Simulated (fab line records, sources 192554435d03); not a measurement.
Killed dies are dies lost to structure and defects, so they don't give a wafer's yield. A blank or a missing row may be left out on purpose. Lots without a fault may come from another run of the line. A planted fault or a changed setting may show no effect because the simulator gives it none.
fab line records | flow n5_finfet
record lots=7 wafers=21
route steps=1938 shown BEOL_M11@1546 BEOL_M13@1694 BEOL_M14@1753 BEOL_M15@1808 MIM_TOP@1838 MIM_TOP_LITHO@1843
start_h: hours from the record's first day to the start of the lot's first wafer shown | wait_h: hours since the lot's step before | " the same as in the row above | L1.1+2: a row that stands for several wafers | - no value, or no start given | * or withheld: withheld | < > ~ a bound
route shown NAME@n: a module of which the file shows steps, and the number in the route of the first | usual: mean/standard deviation of fault-free wafers | same: alike in all rows | chamber/n: place in a boat | sites: the reading at each site | _std_site: their standard deviation | _edge_site: outer sites' mean less inner sites' | radius_mm: how far each site lies from the wafer's centre | mask NAME#n: copy n | behind: the tool/chamber that last shaped the wafer | hold: why the lot was held/for how many hours/how that ended | device: the transistor (n, p or np) that didn't switch | end of line: the same wafers' tests at the end of the route | a step without rows: its recipe alone | killed: dies lost to structure and defects at the first sort, not the wafer's yield | map: a wafer's dies, x killed, . not, _ none there
set.NAME: the setting as run; set.NAME@STEP: as run at that earlier step | model.NAME: the simulator's own value behind a step, which no gauge read
lots whose settings were changed on purpose; a table a step, a row a wafer
## steps
# step N5_BEOL_M11_EXPOSE_08
# recipe mask_id=M11 na=1.35 source_shape=dipole sigma_inner=0.411 sigma_outer=0.611 polarization=te dose_mj=53.75
# columns lot.wafer tool chamber start_h wait_h mask set.dose_mj
L077.4+5+6 arfi_scanner-02 0 219.93 - M11#0 53.75
L078.1+4+5 arfi_scanner-03 0 226.25 - M11#0 53.75
L080.2+3+5 arfi_scanner-02 0 310.67 - M11#0 53.75
L084.2 arfi_scanner-01 0 314.39 - M11#0 53.75
L084.4+6 " 0 " " M11#0 52.38
L088.1+6 arfi_scanner-02 0 318.52 - M11#0 51.16
L088.2 " 0 " " M11#0 53.75
L087.1 arfi_scanner-01 0 322.46 - M11#0 53.75
L087.2+3 " 0 " " M11#0 49.72
L094.2 arfi_scanner-03 0 355.02 - M11#0 53.75
L094.3+5 " 0 " " M11#0 51.4
# step N5_BEOL_M11_PEB_09
# recipe peb_temp_c=withheld peb_time_s=60 resist=CAR-ArF
# step N5_BEOL_M11_DEVELOP_10
# recipe develop_time_s=30 developer=TMAH resist=CAR-ArF rinse_liquid=diw dry=air_spin dev_temp_c=23
# step N5_BEOL_M11_CD_MEAS_11
# recipe target_cd_nm=64.1 landing_energy_ev=500 detector=se_inlens polarity=opening
# usual cd_nm=64.5/0.52
# columns lot.wafer tool chamber start_h wait_h set.dose_mj@BEOL_M11_EXPOSE_08 cd_nm
L077.4 cd_sem-01 0 220.04 - 53.75 64.9
L077.5 " 0 " " 53.75 65.0
L077.6 " 0 " " 53.75 64.8
L078.1 cd_sem-03 0 226.38 - 53.75 64.3
L078.4 " 0 " " 53.75 65.4
L078.5 " 0 " " 53.75 64.1
L080.2 cd_sem-01 0 310.79 - 53.75 64.6
L080.3 " 0 " " 53.75 63.9
L080.5 " 0 " " 53.75 64.7
L084.2 cd_sem-03 0 314.51 - 53.75 65.9
L084.4 " 0 " " 52.38 63.5
L084.6 " 0 " " 52.38 63.1
L088.1 cd_sem-03 0 318.64 - 51.16 62.0
L088.2 " 0 " " 53.75 65.2
L088.6 " 0 " " 51.16 63.0
L087.1 cd_sem-03 0 322.58 - 53.75 64.1
L087.2 " 0 " " 49.72 60.4
L087.3 " 0 " " 49.72 59.7
L094.2 cd_sem-02 0 355.14 - 53.75 63.8
L094.3 " 0 " " 51.4 61.6
L094.5 " 0 " " 51.4 62.3
# step N5_BEOL_M11_DESCUM_16
# recipe chemistry=O2 time_s=7.9 source_power_w=50 bias_power_w=20 pressure_mtorr=20 rf_frequency_hz=2.712e+07 temp_c=40 resist=CAR-ArF o2_flow_sccm=225
# step N5_BEOL_M11_ETCH_61
# recipe chemistry=CF4 target=SiARC target_depth_a=390 mask_material=CAR-ArF time_s=65 ion_energy_ev=80 pressure_mtorr=40 source_w=545 bias_w=36 Ar_flow_sccm=100 cf4_flow_sccm=100 ends=cleared
# columns lot.wafer tool chamber start_h wait_h set.dose_mj@BEOL_M11_EXPOSE_08 model.BEOL_M11.cd_offset_nm
L077.4+6 rie_diel-02 2,3 220.19 0.0 53.75 1
L077.5 " 0 " " 53.75 1.2
L078.1+4 rie_diel-06 2,1 226.50 0.0 53.75 0.4
L078.5 " 2 " " 53.75 -0.4
L080.2+5 rie_diel-06 3 310.91 0.0 53.75 0.2
L080.3 " 1 " " 53.75 -0.4
L084.2 rie_diel-02 0 314.68 0.0 53.75 1.8
L084.4 " 2 " " 52.38 -1
L084.6 " 3 " " 52.38 -0.8
L088.1 rie_diel-02 1 318.77 0.0 51.16 -2
L088.2 " 0 " " 53.75 1.6
L088.6 " 3 " " 51.16 -1.2
L087.1 rie_diel-02 3 322.74 0.0 53.75 0.2
L087.2 " 1 " " 49.72 -3.6
L087.3 " 0 " " 49.72 -4.2
L094.2 rie_diel-02 0 355.26 0.0 53.75 -0.2
L094.3 " 2 " " 51.4 -2.6
L094.5 " 3 " " 51.4 -1.6
# step N5_BEOL_M11_ETCH_62
# recipe chemistry=N2/H2 target=SOC target_depth_a=1100 overetch_a=220 mask_material=SiARC temp_c=40 time_s=165 ion_energy_ev=200 pressure_mtorr=30 source_w=840 bias_w=150 n2_flow_sccm=200 h2_flow_sccm=200
# columns lot.wafer tool chamber start_h wait_h set.dose_mj@BEOL_M11_EXPOSE_08 model.BEOL_M11.cd_offset_nm
L077.4 rie_diel-02 2 220.28 0.1 53.75 1
L077.5 " 0 " " 53.75 1.2
L077.6 " 3 " " 53.75 0.8
L078.1 rie_diel-06 2 226.55 0.0 53.75 0.8
L078.4 " 1 " " 53.75 0.4
L078.5 " 2 " " 53.75 0.2
L080.2+5 rie_diel-06 3 310.96 0.0 53.75 0.4
L080.3 " 1 " " 53.75 -0.6
L084.2 rie_diel-02 0 314.73 0.0 53.75 1.8
L084.4+6 " 2,3 " " 52.38 -1
L088.1 rie_diel-02 1 318.82 0.0 51.16 -2.6
L088.2 " 0 " " 53.75 1.4
L088.6 " 3 " " 51.16 -1.4
L087.1 rie_diel-02 3 322.79 0.0 53.75 0.2
L087.2 " 1 " " 49.72 -3.6
L087.3 " 0 " " 49.72 -4.2
L094.2 rie_diel-02 0 355.31 0.0 53.75 -0.2
L094.3 " 2 " " 51.4 -2.6
L094.5 " 3 " " 51.4 -1.8
# step N5_BEOL_M11_STRIP_68
# recipe chemistry=N2/H2 temp_c=40 n2_flow_sccm=200 h2_flow_sccm=200 rf_frequency_hz=6e+07
# step N5_BEOL_M11_STRIP_67
# recipe chemistry=CF4 resist=SiARC power_w=300 bias_power_w=75 pressure_mtorr=50 cf4_flow_sccm=150 rf_frequency_hz=6e+07
# step N5_BEOL_M11_HM_OPEN_17
# recipe chemistry=Cl2/BCl3 target_depth_a=200 overetch_a=60 target=TiN mask_material=SOC ion_energy_ev=150 pressure_mtorr=10 icp_w=1000 bias_w=126 Cl2_flow_sccm=53.25 bcl3_flow_sccm=21.75 Ar_flow_sccm=25
# step N5_BEOL_M11_STRIP_19
# recipe chemistry=O2 power_w=400 temp_c=40 pressure_mtorr=30 rf_frequency_hz=6e+07 bias_power_w=0 overash_fraction=0.2 o2_flow_sccm=225
# step N5_BEOL_M11_CD_MEAS_18
# recipe pitch_nm=140 target_cd_nm=70
# usual cd_nm=70.4/0.61
# columns lot.wafer tool chamber start_h wait_h set.dose_mj@BEOL_M11_EXPOSE_08 cd_nm
L077.4 cd_sem-03 - 220.60 0.0 53.75 71.1
L077.5 " - " " 53.75 71.0
L077.6 " - " " 53.75 70.8
L078.1 cd_sem-02 - 227.11 0.0 53.75 71.2
L078.4 " - " " 53.75 70.3
L078.5 " - " " 53.75 70.2
L080.2 cd_sem-02 - 311.38 0.1 53.75 70.3
L080.3 " - " " 53.75 69.5
L080.5 " - " " 53.75 70.1
L084.2 cd_sem-03 - 315.11 0.1 53.75 72.1
L084.4 " - " " 52.38 69.2
L084.6 " - " " 52.38 68.9
L088.1 cd_sem-01 - 319.19 0.0 51.16 67.4
L088.2 " - " " 53.75 71.6
L088.6 " - " " 51.16 68.8
L087.1 cd_sem-02 - 323.16 0.0 53.75 70.4
L087.2 " - " " 49.72 66.4
L087.3 " - " " 49.72 65.7
L094.2 cd_sem-02 - 355.78 0.1 53.75 70.3
L094.3 " - " " 51.4 67.6
L094.5 " - " " 51.4 68.4
# step N5_BEOL_M11_COAT_63
# recipe resist=SOC temp_c=250 time_s=60 spin_rpm=1500 resist_thk_nm=100
# step N5_BEOL_M11_COAT_64
# recipe resist=SiARC temp_c=220 time_s=60 spin_rpm=1500 resist_thk_nm=30
# step N5_BEOL_M11_PRECLEAN_42
# recipe chemistry=residue_remover time_s=60 temp_c=40
# step N5_BEOL_M11_SRD_43
# recipe time_s=30 temp_c=23 rinse_liquid=diw dry=ipa_marangoni
# step N5_BEOL_M11_CD_MEAS_35
# recipe target_cd_nm=70 polarity=opening
# usual cd_nm=70.4/0.59
# columns lot.wafer tool chamber start_h wait_h set.dose_mj@BEOL_M11_EXPOSE_08 cd_nm
L077.4 cd_sem-03 - 222.42 0.0 53.75 70.5
L077.5 " - " " 53.75 70.9
L077.6 " - " " 53.75 70.8
L078.1 cd_sem-02 - 229.31 0.0 53.75 71.2
L078.4 " - " " 53.75 70.5
L078.5 " - " " 53.75 70.5
L080.2 cd_sem-01 - 314.54 0.0 53.75 70.5
L080.3 " - " " 53.75 69.3
L080.5 " - " " 53.75 70.4
L084.2 cd_sem-03 - 318.39 0.0 53.75 71.9
L084.4 " - " " 52.38 68.8
L084.6 " - " " 52.38 69.2
L088.1 cd_sem-03 - 320.26 0.0 51.16 67.6
L088.2 " - " " 53.75 71.2
L088.6 " - " " 51.16 68.3
L087.1 cd_sem-01 - 324.91 0.0 53.75 70.2
L087.2 " - " " 49.72 66.4
L087.3 " - " " 49.72 66.0
L094.2 cd_sem-01 - 360.35 0.0 53.75 70.2
L094.3 " - " " 51.4 67.3
L094.5 " - " " 51.4 68.1
# step N5_BEOL_M13_ETCH_68
# recipe chemistry=N2/H2 target=SOC mask_material=SiARC source_w=3000 bias_w=350 temp_c=40 time_s=355 ion_energy_ev=200 pressure_mtorr=30 n2_flow_sccm=200 h2_flow_sccm=200
# columns lot.wafer tool chamber start_h wait_h set.time_s model.SiARC_of_BEOL_M13_COAT_66.thk_nm
L077.4 rie_diel-06 1 233.44 0.1 412.7 71.8
L077.5 " 2 " " 355 77.4
L077.6 " 3 " " 355 76.6
L078.1 rie_diel-01 2 238.53 0.1 355 76.8
L078.4 " 1 " " 355 77.6
L078.5 " 0 " " 355 77
L080.2 rie_diel-06 0 324.76 0.1 355 76.2
L080.3 " 3 " " 398.9 72.2
L080.5 " 1 " " 398.9 73.2
L084.2 rie_diel-06 1 334.32 0.1 285 83.4
L084.4 " 1 " " 355 77.6
L084.6 " 3 " " 285 83
L088.1 rie_diel-06 0 340.95 0.1 355 75.8
L088.2+6 " 3 " " 355 76.2
L087.1 rie_diel-06 0 341.75 0.1 355 76.6
L087.2 " 2 " " 355 77.2
L087.3 " 1 " " 355 77
L094.2 rie_diel-01 0 376.02 0.1 376.5 73.8
L094.3 " 3 " " 376.5 74.4
L094.5 " 1 " " 355 77
# step N5_BEOL_M13_SPUTTER_44
# recipe material=Ta target_thk_a=100 temp_c=50 bias_v=80 power_w=15000 chamber_pressure_pa=0.07 time_s=16.13
# columns lot.wafer tool chamber start_h wait_h set.time_s model.Ta_of_BEOL_M13_SPUTTER_44.thk_nm
L077.4 pvd_sputter-03 - 234.73 0.0 16.75 10.2
L077.5+6 " - " " 16.13 10
L078.1 pvd_sputter-03 - 240.56 0.0 16.13 9.8
L078.4+5 " - " " 16.13 10
L080.2 pvd_sputter-02 - 330.52 0.0 16.13 10
L080.3 " - " " 15.38 9.8
L080.5 " - " " 15.38 9.6
L084.2+6 pvd_sputter-02 - 336.20 0.0 18.14 11.4
L084.4 " - " " 16.13 10
L088.1+6 pvd_sputter-01 - 343.41 0.0 16.13 10
L088.2 " - " " 17.66 11
L087.1 pvd_sputter-02 - 343.88 0.0 16.13 10.2
L087.2+3 " - " " 18.18 11.4
L094.2 pvd_sputter-02 - 377.97 0.0 16.13 10.2
L094.3+5 " - " " 15.49 9.6
# step N5_BEOL_M14_TRENCH_ETCH_34
# recipe chemistry=C4F8/O2/Ar target=SiO2 target_depth_a=5566.5 mask_material=SOC he_inner_torr=15 he_outer_torr=30 time_s=126.9 ion_energy_ev=800 pressure_mtorr=20 source_w=1905 bias_w=2040 Ar_flow_sccm=400 C4F8_flow_sccm=16 O2_flow_sccm=12
# usual rf_vpp_V=2221/68
# columns lot.wafer tool chamber start_h wait_h set.bias_w rf_vpp_V
L077.4 rie_diel-03 3 238.74 0.0 2040 2197
L077.5 " 1 " " 1726 2050
L077.6 " 2 " " 2040 2273
L078.1 rie_diel-04 3 244.05 0.0 2040 2192
L078.4 " 1 " " 2040 2135
L078.5 " 2 " " 2040 2143
L080.2 rie_diel-03 0 334.53 0.0 2040 2275
L080.3 " 1 " " 2369 2548
L080.5 " 3 " " 2040 2194
L084.2 rie_diel-04 2 340.35 0.0 2040 2144
L084.4 " 3 " " 2040 2190
L084.6 " 0 " " 2040 2205
L088.1 rie_diel-03 2 346.81 0.0 2040 2272
L088.2 " 1 " " 1763 2079
L088.6 " 3 " " 1763 1980
L087.1 rie_diel-05 3 347.51 0.0 1792 2102
L087.2 " 2 " " 2040 2242
L087.3 " 1 " " 1792 2163
L094.2 rie_diel-04 2 381.57 0.0 2040 2143
L094.3 " 3 " " 1817 2019
L094.5 " 0 " " 2040 2240
# step N5_BEOL_M15_ETCH_61
# recipe chemistry=N2/H2 target=BARC target_depth_a=890 overetch_a=267 time_s=67.9 ion_energy_ev=200 pressure_mtorr=30 source_w=840 bias_w=150 n2_flow_sccm=200 h2_flow_sccm=200
# columns lot.wafer tool chamber start_h wait_h set.time_s model.coat_of_BEOL_M15_COAT_22.thk_nm
L077.4 rie_diel-06 3 244.04 0.0 67.9 715.6
L077.5 " 0 " " 67.9 716.8
L077.6 " 1 " " 67.9 719.6
L078.1 rie_diel-06 2 250.53 0.0 67.9 717
L078.4 " 0 " " 67.9 719.2
L078.5 " 0 " " 67.9 719
L080.2 rie_diel-02 3 343.78 0.0 56.19 726.2
L080.3 " 0 " " 56.19 720.6
L080.5 " 0 " " 67.9 712.8
L084.2 rie_diel-02 2 347.73 0.0 67.9 714.4
L084.4 " 1 " " 75.45 706.2
L084.6 " 3 " " 75.45 706
L088.1 rie_diel-02 0 354.47 0.0 67.9 715.4
L088.2 " 1 " " 57.81 724.8
L088.6 " 0 " " 67.9 716.6
L087.1 rie_diel-01 1 358.99 0.0 77.45 707.6
L087.2 " 3 " " 67.9 714.4
L087.3 " 0 " " 67.9 715.4
L094.2 rie_diel-01 3 386.17 0.0 74.43 711.8
L094.3 " 0 " " 67.9 719.2
L094.5 " 1 " " 74.43 710
# step N5_BEOL_M15_SPUTTER_43
# recipe material=TaN target_thk_a=150 temp_c=50 bias_v=168.6 power_w=15000 chamber_pressure_pa=0.12 time_s=24.19
# columns lot.wafer tool chamber start_h wait_h set.time_s model.TaN_of_BEOL_M15_SPUTTER_43.thk_nm
L077.4+5 pvd_sputter-03 - 246.82 0.0 24.19 14.8
L077.6 " - " " 26.95 16.2
L078.1 pvd_sputter-02 - 255.44 0.0 24.19 15.6
L078.4 " - " " 24.19 14.8
L078.5 " - " " 24.19 15
L080.2 pvd_sputter-01 - 347.55 0.0 22.9 14.4
L080.3 " - " " 22.9 14.2
L080.5 " - " " 24.19 15.2
L084.2 pvd_sputter-02 - 350.32 0.0 24.19 15.2
L084.4 " - " " 26.63 17.2
L084.6 " - " " 26.63 16.4
L088.1+2 pvd_sputter-03 - 355.64 0.0 26.01 16
L088.6 " - " " 24.19 15.2
L087.1 pvd_sputter-03 - 361.53 0.0 24.19 14.4
L087.2 " - " " 24.19 14.6
L087.3 " - " " 22.71 13.8
L094.2 pvd_sputter-01 - 387.31 0.0 25.64 16
L094.3+5 " - " " 24.19 14.8
# step N5_MIM_TOP_SPUTTER_03
# recipe material=TiN target_thk_a=350 temp_c=200 power_w=3000 chamber_pressure_pa=0.49996 gas=Ar reactive_partial_pa=0.37997 time_s=89.7
# columns lot.wafer tool chamber start_h wait_h set.time_s model.TiN_of_MIM_TOP_SPUTTER_03.thk_nm
L077.4 pvd_sputter-03 - 251.09 0.0 97.31 38.8
L077.5 " - " " 89.7 35.6
L077.6 " - " " 89.7 35.2
L078.1 pvd_sputter-03 - 262.44 0.0 89.7 36.2
L078.4+5 " - " " 89.7 35.6
L080.2 pvd_sputter-01 - 354.86 0.0 89.7 33.6
L080.3 " - " " 82.68 31.6
L080.5 " - " " 82.68 31.8
L084.2 pvd_sputter-01 - 358.89 0.0 89.7 35.2
L084.4 " - " " 89.7 35.6
L084.6 " - " " 100.5 39.2
L088.1 pvd_sputter-01 - 359.86 0.0 94.81 36.8
L088.2 " - " " 89.7 34.6
L088.6 " - " " 89.7 34.8
L087.1 pvd_sputter-01 - 367.00 0.0 76.55 29.6
L087.2 " - " " 89.7 35
L087.3 " - " " 89.7 34.8
L094.2 pvd_sputter-03 - 394.20 0.0 89.7 35.4
L094.3 " - " " 89.7 35.2
L094.5 " - " " 94.45 36.4
# step N5_MIM_TOP_LITHO_EXPOSE_05
# recipe mask_id=MIM_TOP na=0.55 source_shape=conventional sigma_outer=0.8 polarization=unpolarized target_cd_nm=2000 dose_mj=20.5
# columns lot.wafer tool chamber start_h wait_h mask set.dose_mj
L077.4+6 krf_scanner-01 0 251.34 - MIM_TOP#0 21.27
L077.5 " 0 " " MIM_TOP#0 20.5
L078.1+4+5 krf_scanner-02 0 262.79 - MIM_TOP#0 20.5
L080.2+3+5 krf_scanner-02 0 355.22 - MIM_TOP#0 20.5
L084.2+4+6 krf_scanner-02 0 359.12 - MIM_TOP#0 20.5
L088.1+2 krf_scanner-01 0 360.21 - MIM_TOP#0 20.5
L088.6 " 0 " " MIM_TOP#0 19.33
L087.1+3 krf_scanner-02 0 367.35 - MIM_TOP#0 21.28
L087.2 " 0 " " MIM_TOP#0 20.5
L094.2+3 krf_scanner-02 0 394.58 - MIM_TOP#0 20.5
L094.5 " 0 " " MIM_TOP#0 19.7
# step N5_MIM_TOP_LITHO_PEB_06
# recipe peb_temp_c=withheld peb_time_s=*
# step N5_MIM_TOP_LITHO_DEVELOP_07
# recipe develop_time_s=60 rinse_liquid=diw dry=air_spin dev_temp_c=21
# step N5_MIM_TOP_LITHO_HARDBAKE_09
# recipe temp_c=130 time_s=120
# step N5_MIM_TOP_LITHO_CD_MEAS_08
# recipe target_cd_nm=2000 landing_energy_ev=500 detector=se_inlens
# usual cd_nm=2000.4/2.5
# columns lot.wafer tool chamber start_h wait_h set.dose_mj@MIM_TOP_LITHO_EXPOSE_05 cd_nm
L077.4 cd_sem-02 0 251.50 - 21.27 1994.7
L077.5 " 0 " " 20.5 1998.3
L077.6 " 0 " " 21.27 1993.0
L078.1 cd_sem-01 0 262.97 - 20.5 1999.8
L078.4 " 0 " " 20.5 1994.9
L078.5 " 0 " " 20.5 1997.2
L080.2 cd_sem-01 0 355.39 - 20.5 1999.9
L080.3 " 0 " " 20.5 2001.9
L080.5 " 0 " " 20.5 2001.9
L084.2 cd_sem-02 0 359.29 - 20.5 2004.5
L084.4 " 0 " " 20.5 1999.4
L084.6 " 0 " " 20.5 2000.5
L088.1 cd_sem-02 0 360.39 - 20.5 2002.2
L088.2 " 0 " " 20.5 1999.8
L088.6 " 0 " " 19.33 2013.6
L087.1 cd_sem-02 0 367.52 - 21.28 1995.9
L087.2 " 0 " " 20.5 2002.3
L087.3 " 0 " " 21.28 1991.8
L094.2 cd_sem-03 0 394.75 - 20.5 2001.1
L094.3 " 0 " " 20.5 1999.7
L094.5 " 0 " " 19.7 2006.6
## key
split step=N5_BEOL_M11_EXPOSE_08 setting=dose_mj stated=53.75 by=wafer
response step=N5_BEOL_M11_CD_MEAS_11 reading=cd_nm change=+0.551 per=1% r=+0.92
response step=N5_BEOL_M11_ETCH_61 reading=model.BEOL_M11.cd_offset_nm change=+0.584 per=1% r=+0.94
response step=N5_BEOL_M11_ETCH_62 reading=model.BEOL_M11.cd_offset_nm change=+0.6 per=1% r=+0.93
response step=N5_BEOL_M11_CD_MEAS_18 reading=cd_nm change=+0.642 per=1% r=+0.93
response step=N5_BEOL_M11_CD_MEAS_35 reading=cd_nm change=+0.613 per=1% r=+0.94
split step=N5_BEOL_M13_ETCH_68 setting=time_s stated=355 by=wafer
response step=N5_BEOL_M13_ETCH_68 reading=model.SiARC_of_BEOL_M13_COAT_66.thk_nm change=-0.304 per=1% r=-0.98
split step=N5_BEOL_M13_SPUTTER_44 setting=time_s stated=16.13 by=wafer
response step=N5_BEOL_M13_SPUTTER_44 reading=model.Ta_of_BEOL_M13_SPUTTER_44.thk_nm change=+0.102 per=1% r=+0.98
split step=N5_BEOL_M14_TRENCH_ETCH_34 setting=bias_w stated=2040 by=wafer
response step=N5_BEOL_M14_TRENCH_ETCH_34 reading=rf_vpp_V change=+15.2 per=1% r=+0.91
split step=N5_BEOL_M15_ETCH_61 setting=time_s stated=67.9 by=wafer
response step=N5_BEOL_M15_ETCH_61 reading=model.coat_of_BEOL_M15_COAT_22.thk_nm change=-0.631 per=1% r=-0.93
split step=N5_BEOL_M15_SPUTTER_43 setting=time_s stated=24.19 by=wafer
response step=N5_BEOL_M15_SPUTTER_43 reading=model.TaN_of_BEOL_M15_SPUTTER_43.thk_nm change=+0.139 per=1% r=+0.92
split step=N5_MIM_TOP_SPUTTER_03 setting=time_s stated=89.7 by=wafer
response step=N5_MIM_TOP_SPUTTER_03 reading=model.TiN_of_MIM_TOP_SPUTTER_03.thk_nm change=+0.334 per=1% r=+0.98
split step=N5_MIM_TOP_LITHO_EXPOSE_05 setting=dose_mj stated=20.5 by=wafer
response step=N5_MIM_TOP_LITHO_CD_MEAS_08 reading=cd_nm change=-1.89 per=1% r=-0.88
